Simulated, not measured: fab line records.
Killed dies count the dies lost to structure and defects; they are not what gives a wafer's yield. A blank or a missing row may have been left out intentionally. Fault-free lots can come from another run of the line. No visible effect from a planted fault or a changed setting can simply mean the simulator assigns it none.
Split-lot experiment + flow n5_finfet + 21 wafers read across 7 lots, on a route 1938 steps long

== ABOUT THE SPLIT ==
At N5_FIN_SAQP_HM_DEP_03 (deposits SiNx from SiH4/NH3/N2, target thk 38 nm, time 33.6 s), the setting time_s was moved away from the recipe's 33.6 s on 7 of the 21 wafers read, by -10.6% to +8.2%. This setting was run at the recipe's value on the other wafers.

== FROM THE SPLIT TO THE READING: what the file shows between them, 11 steps ==
- N5_FIN_SAQP_THK_MEAS_05
- N5_FIN_SAQP_COAT_50: time 60 s, resist thk 35 nm (also split here: spin_rpm)
- N5_FIN_SAQP_COAT_10: resist thk 90 nm
- N5_FIN_SAQP_EBR_12
- N5_FIN_SAQP_DESCUM_21: chemistry O2, time 7.9 s
- N5_FIN_SAQP_ETCH_51: etches SiARC in CF4, target depth 45.5 nm, time 75.8 s
- N5_FIN_SAQP_ETCH_52: etches SOC in N2/H2, target depth 100 nm, overetch 20 nm, time 150 s
- N5_FIN_SAQP_STRIP_53: strips in N2/H2
- N5_FIN_SAQP_MANDREL2_REMOVE_60: chemistry HBr/Cl2/O2, target a-Si, stops on SiNx, bt time 10 s
- N5_FIN_SAQP_HM_OPEN_33: chemistry CH3F/O2, target SiNx, target depth 49.4 nm, time 70.6 s
- N5_FIN_SAQP_ETCH_64: etches SiO2 in CF4, target depth 1.5 nm (also split here: bias_w)

== THE READING ==
SiNx_of_FIN_SAQP_HM_DEP_03.thk_nm (the simulator's own value, which no gauge read), in nm, at N5_FIN_SAQP_FIN_ETCH_36 (etches the open film in HBr/Cl2/O2, target depth 120 nm, time 50.4 s). There is no usual value for it anywhere in the file. The 14 wafers here that ran the recipe average 21.3 nm, standard deviation 0.5 nm.

| wafer  | tool, chamber at the split | time_s as run, s | against the recipe | SiNx_of_FIN_SAQP_HM_DEP_03.thk_nm, nm | against lot-mates on the recipe |
|--------|----------------------------|------------------|--------------------|---------------------------------------|---------------------------------|
| L078.2 | pecvd-01, 0                | 36.35            | +8.2%              | 24.4                                  | +2.8                            |
| L078.3 | pecvd-01, 2                | 33.6             | recipe             | 21.2                                  | -                               |
| L078.5 | pecvd-01, 1                | 33.6             | recipe             | 22                                    | -                               |
| L085.1 | pecvd-04, 0                | 33.6             | recipe             | 21                                    | -                               |
| L085.5 | pecvd-04, 2                | 33.6             | recipe             | 21                                    | -                               |
| L085.4 | pecvd-04, 0                | 33.6             | recipe             | 21.6                                  | -                               |
| L086.1 | pecvd-01, 1                | 35.32            | +5.1%              | 22.4                                  | +0.4                            |
| L086.5 | pecvd-01, 2                | 35.32            | +5.1%              | 23.4                                  | +1.4                            |
| L086.6 | pecvd-01, 0                | 33.6             | recipe             | 22                                    | -                               |
| L092.1 | pecvd-01, 2                | 33.6             | recipe             | 21.6                                  | -                               |
| L092.4 | pecvd-01, 1                | 31.99            | -4.8%              | 20                                    | -1.2                            |
| L092.6 | pecvd-01, 0                | 33.6             | recipe             | 20.8                                  | -                               |
| L093.2 | pecvd-01, 1                | 33.6             | recipe             | 20.2                                  | -                               |
| L093.4 | pecvd-01, 2                | 33.6             | recipe             | 21.8                                  | -                               |
| L093.6 | pecvd-01, 0                | 31.21            | -7.1%              | 19                                    | -2.0                            |
| L094.2 | pecvd-02, 0                | 30.05            | -10.6%             | 17.8                                  | -4.0                            |
| L094.3 | pecvd-02, 1                | 30.05            | -10.6%             | 16.8                                  | -5.0                            |
| L094.6 | pecvd-02, 0                | 33.6             | recipe             | 21.8                                  | -                               |
| L096.1 | pecvd-01, 2                | 33.6             | recipe             | 21.6                                  | -                               |
| L096.2 | pecvd-01, 1                | 33.6             | recipe             | 21                                    | -                               |
| L096.3 | pecvd-01, 0                | 33.6             | recipe             | 21.2                                  | -                               |

THE FIT
A straight line over all 21 wafers: SiNx_of_FIN_SAQP_HM_DEP_03.thk_nm changes by +0.359 nm for each +1% of time_s; r = +0.96; the points scatter about the line by 0.51 nm.
The same after taking each lot's own level away (the mean of its wafers on the recipe; 21 wafers): +0.349 nm for each +1%; r = +0.94; scatter 0.58 nm.
On that fit, the largest move of time_s shifts the reading by 3.7 nm.
From 21.00 to 22.00 nm: that is the span of the lots' own levels, equal to 2.0 times the standard deviation above.
The two slopes agree, so the slope changes little with the lot-to-lot level.
Check: -3.74 nm against its lot-mates is what the line predicts for one of the wafers moved furthest among these (-10.6%) when that wafer is left out of the fit. Against them it came out at -4 nm.

== THESE WAFERS: OTHER SPLITS ==
Note: prior to the reading, these wafers also went through further splits. Each is held against what the fit with the lots' levels taken away leaves over:
| other split on the same wafers | wafers away from the commonest value | r with SiNx_of_FIN_SAQP_HM_DEP_03.thk_nm (lot level and that fit taken away) |
|--------------------------------|--------------------------------------|------------------------------------------------------------------------------|
| N5_FIN_SAQP_COAT_50 spin_rpm   | 8                                    | +0.21                                                                        |
| N5_FIN_SAQP_ETCH_64 bias_w     | 5                                    | -0.05                                                                        |

== THE WHOLE CHAIN: every reading that the file lists as answering this split, in the file's order ==
| step                    | what it does                                                         | reading                                                                            | change (the file's fit)               | r (the file's) |
|-------------------------|----------------------------------------------------------------------|------------------------------------------------------------------------------------|---------------------------------------|----------------|
| N5_FIN_SAQP_HM_DEP_03   | deposits SiNx from SiH4/NH3/N2, target thk 38 nm, time 33.6 s        | SiNx_of_FIN_SAQP_HM_DEP_03.thk_nm (the simulator's own value, which no gauge read) | +0.373 nm for each +1% of the setting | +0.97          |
| N5_FIN_SAQP_THK_MEAS_05 |                                                                      | thk_nm                                                                             | withheld for each +1% of the setting  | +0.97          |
| N5_FIN_SAQP_HM_OPEN_33  | chemistry CH3F/O2, target SiNx, target depth 49.4 nm, time 70.6 s    | etch_rf_on_time_s                                                                  | withheld for each +1% of the setting  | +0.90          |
| N5_FIN_SAQP_HM_OPEN_33  | chemistry CH3F/O2, target SiNx, target depth 49.4 nm, time 70.6 s    | etch.depth_nm (the simulator's own value, which no gauge read)                     | +0.37 nm for each +1% of the setting  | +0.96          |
| N5_FIN_SAQP_FIN_ETCH_36 | etches the open film in HBr/Cl2/O2, target depth 120 nm, time 50.4 s | SiNx_of_FIN_SAQP_HM_DEP_03.thk_nm (the simulator's own value, which no gauge read) | +0.341 nm for each +1% of the setting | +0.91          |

== THE FILE'S OWN FIT ==
SiNx_of_FIN_SAQP_HM_DEP_03.thk_nm changes by +0.341 nm for each +1% of time_s, r = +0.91.
